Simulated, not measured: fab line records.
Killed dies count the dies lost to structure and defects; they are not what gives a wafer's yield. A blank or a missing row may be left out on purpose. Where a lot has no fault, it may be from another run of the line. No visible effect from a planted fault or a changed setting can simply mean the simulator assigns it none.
Lot-split experiment + flow n5 finfet + 7 lots, 21 wafers read, on a route of 1938 steps

== SPLIT DETAILS ==
At N5_MOL_CONTACT_COAG_COAT_76 (time 60 s, resist thk 10 nm), the setting spin rpm was moved away from the recipe's 1500 rpm on 7 of the 21 wafers read, by -3.8% to +5.9%. This setting was run at the recipe's value on the other wafers.

== FROM THE SPLIT TO THE READING: what the file shows between them, 4 steps ==
- N5_MOL_CONTACT_COAG_COAT_77: time 60 s, resist thk 10 nm
- N5_MOL_CONTACT_COAG_COAT_78: resist thk 40 nm
- N5_MOL_CONTACT_COAG_DESCUM_88: chemistry O2, time 7 s
- N5_MOL_CONTACT_COAG_ETCH_89: etches underlayer in N2/H2, target depth 13 nm, time 10.4 s

== THE READING ==
etch.depth nm (the simulator's own value, which no gauge read), in nm, at N5_MOL_CONTACT_COAG_ETCH_90 (etches SiARC in CF4, target depth 13 nm, time 21.7 s). The file does not state a usual value for it. Across the 14 wafers here that went through the recipe, the average is 10.042 nm and the standard deviation 0.042 nm.

| wafer  | tool, chamber at the split | spin rpm as run, rpm | against the recipe | etch.depth nm, nm | against lot-mates on the recipe |
|--------|----------------------------|----------------------|--------------------|-------------------|---------------------------------|
| L074.1 | litho track-04, 0          | 1443                 | -3.8%              | 10.19             | +0.208                          |
| L074.3 | litho track-04, 0          | 1500                 | recipe             | 9.976             | -                               |
| L074.6 | litho track-04, 0          | 1500                 | recipe             | 9.987             | -                               |
| L078.3 | litho track-02, 0          | 1500                 | recipe             | 10.01             | -                               |
| L078.4 | litho track-02, 0          | 1588                 | +5.9%              | 9.72              | -0.279                          |
| L078.6 | litho track-02, 0          | 1500                 | recipe             | 9.988             | -                               |
| L081.1 | litho track-03, 0          | 1500                 | recipe             | 10.05             | -                               |
| L081.4 | litho track-03, 0          | 1500                 | recipe             | 10.11             | -                               |
| L081.6 | litho track-03, 0          | 1566                 | +4.4%              | 9.843             | -0.237                          |
| L084.2 | litho track-02, 0          | 1500                 | recipe             | 10.01             | -                               |
| L084.3 | litho track-02, 0          | 1581                 | +5.4%              | 9.743             | -0.267                          |
| L084.5 | litho track-02, 0          | 1581                 | +5.4%              | 9.743             | -0.267                          |
| L087.4 | litho track-03, 0          | 1500                 | recipe             | 10.08             | -                               |
| L087.5 | litho track-03, 0          | 1500                 | recipe             | 10.08             | -                               |
| L087.6 | litho track-03, 0          | 1500                 | recipe             | 10.1              | -                               |
| L092.3 | litho track-03, 0          | 1500                 | recipe             | 10.02             | -                               |
| L092.5 | litho track-03, 0          | 1581                 | +5.4%              | 9.757             | -0.263                          |
| L092.6 | litho track-03, 0          | 1581                 | +5.4%              | 9.741             | -0.279                          |
| L093.1 | litho track-03, 0          | 1500                 | recipe             | 10.07             | -                               |
| L093.2 | litho track-03, 0          | 1500                 | recipe             | 10.05             | -                               |
| L093.6 | litho track-03, 0          | 1500                 | recipe             | 10.06             | -                               |

FIT RESULTS
A straight line over all 21 wafers: etch.depth nm changes by -0.0519 nm for each +1% of spin rpm; r = -0.97; the points scatter about the line by 0.039 nm.
The same after taking each lot's own level away (the mean of its wafers on the recipe; 21 wafers): -0.0504 nm for each +1%; r = -1.00; scatter 0.014 nm.
According to that fit, moving spin rpm by its largest amount changes the reading by 0.3 nm.
Measured against the standard deviation above, the lots' own levels, which go from 9.9815 to 10.0867 nm, span 2.5 times it.
Consequently the slope shifts little with the lot-to-lot level, the two slopes agreeing.
Check: -0.298 nm against its lot-mates is what the line predicts for one of the wafers moved furthest among these (+5.9%) when that wafer is left out of the fit. It came out at -0.279 nm against them.

== OTHER SPLITS APPLIED TO THESE WAFERS ==
Other splits were also applied to these wafers ahead of the reading. Each is held against what the fit with the lots' levels taken away leaves over:
| other split on the same wafers | wafers away from the commonest value | r with etch.depth nm (lot level and that fit taken away) |
|--------------------------------|--------------------------------------|----------------------------------------------------------|
| N5_SDB_EXPOSE_08 dose mj       | 7                                    | +0.06                                                    |
| N5_HKMG_FIN_ALD_72 ald cycles  | 10                                   | -0.01                                                    |

== FILE'S OWN FIT ==
etch.depth nm changes by -0.0504 nm for each +1% of spin rpm, r = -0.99.
